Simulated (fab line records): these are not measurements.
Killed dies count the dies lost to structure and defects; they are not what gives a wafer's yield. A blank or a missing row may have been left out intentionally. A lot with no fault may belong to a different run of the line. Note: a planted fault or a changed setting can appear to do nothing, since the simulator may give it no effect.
The tool behind it: which one? || flow n5-finfet || 9 lots, 24 wafers sampled, at 4 steps of a route of 1938

== WHAT THE GAUGES SHOWED, per wafer ==
N5_STI_FIN_REVEAL_FIN_H_MEAS_10.
{"lot": "L823", "measured": "day 2 13:20", "on": "ocd-02", "trench-depth-nm (nm)": "51.4 50.8 51.7"}
{"lot": "L829", "measured": "day 4 02:14", "on": "ocd-01", "trench-depth-nm (nm)": "41.5 41.4"}
{"lot": "L831", "measured": "day 4 12:43", "on": "ocd-02", "trench-depth-nm (nm)": "51.1 39.2"}
{"lot": "L832", "measured": "day 4 18:37", "on": "ocd-02", "trench-depth-nm (nm)": "52.0 40.9 51.8"}
{"lot": "L835", "measured": "day 5 15:40", "on": "ocd-01", "trench-depth-nm (nm)": "53.5 53.0 52.9"}
{"lot": "L842", "measured": "day 7 14:16", "on": "ocd-01", "trench-depth-nm (nm)": "52.6 52.1 52.0"}
{"lot": "L844", "measured": "day 7 18:49", "on": "ocd-02", "trench-depth-nm (nm)": "52.8 52.1 51.2"}
{"lot": "L845", "measured": "day 8 06:25", "on": "ocd-01", "trench-depth-nm (nm)": "51.7 51.7"}
{"lot": "L846", "measured": "day 8 11:09", "on": "ocd-02", "trench-depth-nm (nm)": "52.8 52.3 53.2"}

== EACH LOT AND THE TOOL THAT RAN IT (in order: tool; ch and the chambers of the sampled wafers; start) ==
{"lot": "L823", "N5_FIN_CUT_ETCH_20": "rie-diel-02 ch 0,1,2, day 2 02:54", "N5_STI_FIN_REVEAL_STRIP_24": "rie-diel-01 ch 0,1,3, day 2 10:17", "N5_STI_FIN_REVEAL_RECESS_09": "vapor-etch-01 ch 0,1, day 2 10:38"}
{"lot": "L829", "N5_FIN_CUT_ETCH_20": "rie-diel-02 ch 1,3, day 3 16:26", "N5_STI_FIN_REVEAL_STRIP_24": "rie-diel-01 ch 3, day 3 23:19", "N5_STI_FIN_REVEAL_RECESS_09": "vapor-etch-01 ch 0,1, day 3 23:32"}
{"lot": "L831", "N5_FIN_CUT_ETCH_20": "rie-diel-02 ch 1, day 4 03:02", "N5_STI_FIN_REVEAL_STRIP_24": "rie-diel-06 ch 2,3, day 4 09:48", "N5_STI_FIN_REVEAL_RECESS_09": "vapor-etch-01 ch 0,1, day 4 10:01"}
{"lot": "L832", "N5_FIN_CUT_ETCH_20": "rie-diel-04 ch 1,2, day 4 09:05", "N5_STI_FIN_REVEAL_STRIP_24": "rie-diel-06 ch 1,2, day 4 15:41", "N5_STI_FIN_REVEAL_RECESS_09": "vapor-etch-01 ch 0,1, day 4 15:55"}
{"lot": "L835", "N5_FIN_CUT_ETCH_20": "rie-diel-05 ch 1,2, day 5 04:08", "N5_STI_FIN_REVEAL_STRIP_24": "rie-diel-01 ch 2,3, day 5 12:39", "N5_STI_FIN_REVEAL_RECESS_09": "vapor-etch-02 ch 0,1, day 5 12:52"}
{"lot": "L842", "N5_FIN_CUT_ETCH_20": "rie-diel-04 ch 0,1,3, day 7 02:58", "N5_STI_FIN_REVEAL_STRIP_24": "rie-diel-03 ch 0,1,3, day 7 11:21", "N5_STI_FIN_REVEAL_RECESS_09": "vapor-etch-01 ch 0,1, day 7 12:06"}
{"lot": "L844", "N5_FIN_CUT_ETCH_20": "rie-diel-04 ch 0,1,3, day 7 08:52", "N5_STI_FIN_REVEAL_STRIP_24": "rie-diel-06 ch 0,1,2, day 7 15:53", "N5_STI_FIN_REVEAL_RECESS_09": "vapor-etch-01 ch 0,1, day 7 16:06"}
{"lot": "L845", "N5_FIN_CUT_ETCH_20": "rie-diel-04 ch 1,2, day 7 17:47", "N5_STI_FIN_REVEAL_STRIP_24": "rie-diel-01 ch 0,3, day 8 03:32", "N5_STI_FIN_REVEAL_RECESS_09": "vapor-etch-02 ch 0,1, day 8 04:46"}
{"lot": "L846", "N5_FIN_CUT_ETCH_20": "rie-diel-05 ch 0,1,3, day 7 20:05", "N5_STI_FIN_REVEAL_STRIP_24": "rie-diel-06 ch 0,1,3, day 8 06:39", "N5_STI_FIN_REVEAL_RECESS_09": "vapor-etch-01 ch 0, day 8 06:52"}
- N5_FIN_CUT_ETCH_20: etches SiARC in CF4, target depth 26 nm, time 43.3 s.
- N5_STI_FIN_REVEAL_STRIP_24: strips in N2/H2, time 90 s.
- N5_STI_FIN_REVEAL_RECESS_09: chemistry HF/NH3, target SiO2, afs cycles 11, target depth 42.5 nm, sublimation time 60 s.

== THE ANSWER, worked out from the rows above alone ==
Rule: usual is defined by the lots themselves. The widest of any qualifying gaps counts: lots, ordered by their means at a reading, are off when they make up no more than a third of the lots, leave a main group of 4 or more, and stand apart from it by 3 or more times the standard deviation of that group's means. The tables above print the reading to a certain number of digits; a main group whose means all agree to those digits is not used. Also off: a lot with no number at a reading for which 4 or more lots have one. Any other lot the step has rows for is counted as sound.
Off: L829, L831, L832 (N5_STI_FIN_REVEAL_FIN_H_MEAS_10, trench-depth-nm). The main group: mean 52.2 nm, standard deviation 0.62.
If a tool, at a process step before that reading, ran all the lots that are off and no sound lot after the first of them, it fits. The gauges at N5_STI_FIN_REVEAL_FIN_H_MEAS_10 are tried like those tools. Of those tried, none fits.

== WHAT THE SIMULATOR HAD PUT IN ==
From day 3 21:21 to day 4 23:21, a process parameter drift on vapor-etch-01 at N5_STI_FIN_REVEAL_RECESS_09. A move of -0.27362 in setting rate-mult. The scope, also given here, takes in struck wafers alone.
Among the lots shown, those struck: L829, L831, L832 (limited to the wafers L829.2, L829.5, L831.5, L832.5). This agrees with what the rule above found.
